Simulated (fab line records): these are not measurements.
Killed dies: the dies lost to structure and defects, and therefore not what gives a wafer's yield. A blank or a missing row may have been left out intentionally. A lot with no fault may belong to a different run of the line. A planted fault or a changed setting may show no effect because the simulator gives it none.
Chamber matching    flow n5_finfet    N5_BEOL_M8_CURE_74 on uv_cure-02: 3 sister chambers
The step cures SiCOH lowk, time 240 s. 14 wafers are shown with their chamber, then 6 later ones without.

== EACH WAFER AND ITS CHAMBER ==
wafer   chamber  wafer_temp_C_max  lamp_power_pct (%)
L076.1  2        386.5             52.24
L076.3  2        386.3             52.36
L076.6  2        387.1             52.28
L078.1  0        387.0             52.29
L078.3  0        387.7             52.30
L078.5  0        387.4             52.39
L081.1  0        386.8             52.27
L081.3  0        386.8             52.32
L081.6  0        387.2             52.43
L088.2  1        388.3             52.29
L088.3  1        387.9             52.29
L088.5  1        387.2             52.42
L093.2  0        386.5             52.30
L093.3  0        386.7             52.35

SIGNATURES, as means of the wafers listed above
reading           chamber 0  chamber 1  chamber 2  scatter within a chamber
wafer_temp_C_max  387.012    387.800    386.633    0.434
lamp_power_pct    52.3312    52.3333    52.2933    0.0602
Rule: distance of a wafer from a chamber = root of the sum over the readings of ((wafer's reading minus chamber's mean) / reading's scatter) squared. If the next closest chamber is less than 2 further off than the closest, the wafer can't be placed; otherwise it belongs to the closest. The scatter: the root of (the sum of the squares of (reading less its chamber's mean) over the shown wafers, divided by (wafers less chambers)).

== WAFERS WITHOUT THEIR CHAMBER ==
wafer   wafer_temp_C_max  lamp_power_pct (%)
L093.5  386.4             52.24
L095.3  387.6             52.34
L095.5  386.9             52.36
L094.1  386.5             52.33
L094.2  386.8             52.34
L094.3  387.5             52.27

== WHICH CHAMBER EACH WENT THROUGH ==
wafer   from the rows above           in truth
L093.5  can't be placed: 2 or 0       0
L095.3  can't be placed: 1 or 0 or 2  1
L095.5  can't be placed: 0 or 2 or 1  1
L094.1  can't be placed: 2 or 0       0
L094.2  can't be placed: 0 or 2 or 1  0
L094.3  can't be placed: 1 or 0 or 2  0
Placed correctly: 0 of 6. Not placeable from these rows: 6 (in 6, the candidates include the true chamber). 0 placed wrongly.
